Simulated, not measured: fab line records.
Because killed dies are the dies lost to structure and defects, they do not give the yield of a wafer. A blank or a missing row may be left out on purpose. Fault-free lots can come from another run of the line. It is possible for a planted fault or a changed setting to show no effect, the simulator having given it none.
The same fault as seen by 2 desks / flow n5Finfet / every desk sees just its own numbers, and what lay behind them comes last

== TOOL OWNER'S DESK, pecvd-01 ==
The tool's own readings at N5_BEOL_M1_ILD_DEP_00 (deposits SiOC from DEMS/O2, target thk 79 nm, time 15.3 s): means of the sampled wafers that have a number, for each lot that ran on this tool. If a lot's mean is further than 4 standard deviations from the usual mean, the lot is out of limits and carries the mark OUT (the distance appears in the brackets).
Columns: A = heaterPowerW at N5_BEOL_M1_ILD_DEP_00, usual 533 W; B = showerheadPlenumPTorr at N5_BEOL_M1_ILD_DEP_00, usual 5.690 Torr; C = showerheadVppV at N5_BEOL_M1_ILD_DEP_00, usual 1399 V; D = throttleValvePct at N5_BEOL_M1_ILD_DEP_00, usual 11.7 %
lot=L267; first seen here=day 6 21:35; A=646; B=5.670; C=1398; D=11.4
lot=L269; first seen here=day 7 07:04; A=626; B=5.676; C=1448; D=11.8
lot=L274; first seen here=day 8 13:34; A=581; B=5.674; C=1422; D=11.3
lot=L275; first seen here=day 8 18:59; A=557; B=5.694; C=1479; D=11.8
lot=L280; first seen here=day 9 19:46; A=468; B=5.740; C=1517; D=11.9
lot=L281; first seen here=day 10 01:36; A=517; B=5.717; C=1507; D=12.2
Result from this desk: across the 6 lots, nothing is out of limits.

== METROLOGY DESK ==
What the gauges read, lot by lot, whatever tool the lot ran on: means of the sampled wafers that have a number. If a lot's mean is further than 4 standard deviations from the usual mean, the lot is out of limits and carries the mark OUT (the distance appears in the brackets). Of its 11 readings 7 are shown: the one that was out of limits first, and those that lie furthest out on some lot.
Columns: A = M1_ILD_THK at N5_BEOL_M1_THK_MEAS_01, usual 79.1 nm; B = DIBL_N at N5_BEOL_M4_RC_MEAS_101, usual 36.0 mV/V; C = DIBL_P at N5_BEOL_M4_RC_MEAS_101, usual 35.9 mV/V; D = IOFF_N at N5_BEOL_M4_RC_MEAS_101, usual 0.16 nA/um; E = ION_P at N5_BEOL_M4_RC_MEAS_101, usual 463 uA/um; F = VT_N at N5_BEOL_M4_RC_MEAS_101, usual 250 mV; G = VT_P at N5_BEOL_M4_RC_MEAS_101, usual -251 mV
lot=L264; first seen here=day 6 01:19; A=78.8; B=33.9; C=33.0; D=0.12; E=461; F=253; G=-251
lot=L267; first seen here=day 6 21:40; A=78.9; B=34.9; C=35.2; D=0.14; E=449; F=250; G=-254
lot=L269; first seen here=day 7 07:08; A=79.1; B=36.0; C=35.7; D=0.16; E=461; F=249; G=-251
lot=L270; first seen here=day 7 18:42; A=78.8; B=40.7; C=39.7; D=0.22; E=469; F=247; G=-249
lot=L273; first seen here=day 8 04:18; A=80.4; B=36.3; C=35.0; D=0.14; E=450; F=256; G=-256
lot=L274; first seen here=day 8 13:38; A=79.0; B=35.0; C=35.4; D=0.14; E=458; F=249; G=-255
lot=L275; first seen here=day 8 19:04; A=79.0; B=36.4; C=34.5; D=0.14; E=465; F=251; G=-247
lot=L280; first seen here=day 9 19:50; A=127.2 (+40) OUT; B=-; C=-; D=-; E=-; F=-; G=-
lot=L281; first seen here=day 10 01:40; A=126.8 (+40) OUT; B=-; C=-; D=-; E=-; F=-; G=-
lot=L283; first seen here=day 10 16:55; A=79.0; B=39.0; C=40.1; D=0.20; E=473; F=247; G=-249
lot=L284; first seen here=day 10 20:13; A=78.6; B=35.7; C=36.3; D=0.16; E=464; F=250; G=-252
This desk finds L280, L281 out of limits, with the earliest case on L280 at day 9 19:50 (M1_ILD_THK at N5_BEOL_M1_THK_MEAS_01). In limits: L264, L267, L269, L270, L273, L274, L275, L283, L284.

== ALL TOGETHER ==
At day 9 19:50 the metrology desk could have sounded an alarm, on L280, L281.
The desk of the tool owner found nothing out of limits.
On record at the tool owner's desk: L280, L281, within its limits.
Every lot named ran N5_BEOL_M1_ILD_DEP_00 on pecvd-01.

== WHAT THE SIMULATOR HAD INSERTED ==
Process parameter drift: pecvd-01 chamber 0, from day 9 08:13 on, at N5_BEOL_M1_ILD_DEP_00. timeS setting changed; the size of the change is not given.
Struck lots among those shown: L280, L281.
Time in hours between the start of the fault and the first out-of-limits reading at each desk: metrology desk, 12.
